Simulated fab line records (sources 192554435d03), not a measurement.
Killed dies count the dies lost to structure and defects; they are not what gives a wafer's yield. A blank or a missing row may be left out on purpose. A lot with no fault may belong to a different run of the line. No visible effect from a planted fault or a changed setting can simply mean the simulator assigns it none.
Chamber matching | flow n5 finfet | rie diel-03 running N5_BEOL_M6_STRIP_36: 4 sister chambers
The step strips in N2/H2. 18 wafers are shown with their chamber, then 9 later ones without.

## WAFERS, EACH WITH ITS CHAMBER
wafer  | chamber | throttle valve pct (%) | showerhead plenum p Torr (Torr) | oes product au (a.u.)
L081.3 | 2       | 23.87                  | 2.43                            | 0.71
L081.5 | 3       | 23.57                  | 2.47                            | 0.87
L081.6 | 2       | 23.87                  | 2.43                            | 0.73
L080.1 | 0       | 23.44                  | 2.44                            | 0.79
L080.4 | 2       | 23.85                  | 2.43                            | 0.72
L080.5 | 2       | 23.89                  | 2.43                            | 0.72
L084.1 | 0       | 23.48                  | 2.44                            | 0.78
L084.2 | 3       | 23.59                  | 2.47                            | 0.86
L084.3 | 2       | 23.86                  | 2.43                            | 0.72
L087.1 | 0       | 23.45                  | 2.43                            | 0.77
L087.5 | 1       | 23.87                  | 2.59                            | 0.89
L087.6 | 0       | 23.47                  | 2.43                            | 0.76
L091.1 | 0       | 23.49                  | 2.43                            | 0.77
L091.2 | 3       | 23.59                  | 2.46                            | 0.85
L091.6 | 0       | 23.47                  | 2.43                            | 0.78
L090.1 | 1       | 23.87                  | 2.58                            | 0.89
L090.3 | 0       | 23.49                  | 2.43                            | 0.77
L090.4 | 2       | 23.90                  | 2.42                            | 0.70

SIGNATURES (means of the wafers above)
reading                  | chamber 0 | chamber 1 | chamber 2 | chamber 3 | scatter within a chamber
throttle valve pct       | 23.4700   | 23.8700   | 23.8733   | 23.5833   | 0.0173
showerhead plenum p Torr | 2.4329    | 2.5850    | 2.4283    | 2.4667    | 0.00495
oes product au           | 0.7743    | 0.8900    | 0.7167    | 0.8600    | 0.00965
Rule: a wafer lies at a distance from a chamber equal to the root of the sum of squares, over the readings, of (its reading less the chamber's mean, divided by the reading's scatter). The wafer belongs to the nearest chamber; if the next one is less than 2 further off, it can't be placed. The scatter is the square root of a quotient: the sum, over the shown wafers, of each reading's squared deviation from its chamber's mean, divided by wafers minus chambers.

## WAFERS WITHOUT THEIR CHAMBER
wafer  | throttle valve pct (%) | showerhead plenum p Torr (Torr) | oes product au (a.u.)
L094.3 | 23.49                  | 2.43                            | 0.76
L094.4 | 23.87                  | 2.58                            | 0.86
L094.5 | 23.88                  | 2.42                            | 0.70
L096.1 | 23.89                  | 2.58                            | 0.86
L096.2 | 23.89                  | 2.42                            | 0.70
L096.5 | 23.61                  | 2.46                            | 0.83
L097.1 | 23.91                  | 2.58                            | 0.86
L097.2 | 23.92                  | 2.42                            | 0.70
L097.5 | 23.94                  | 2.42                            | 0.69

## WHICH CHAMBER EACH WENT THROUGH
wafer  | from the rows above | in truth
L094.3 | 0                   | 0
L094.4 | 1                   | 1
L094.5 | 2                   | 2
L096.1 | 1                   | 1
L096.2 | 2                   | 2
L096.5 | 3                   | 3
L097.1 | 1                   | 1
L097.2 | 2                   | 2
L097.5 | 2                   | 2
Correct placement for 9 of the 9. Can't be placed from these rows: 0. Wrongly placed: 0.
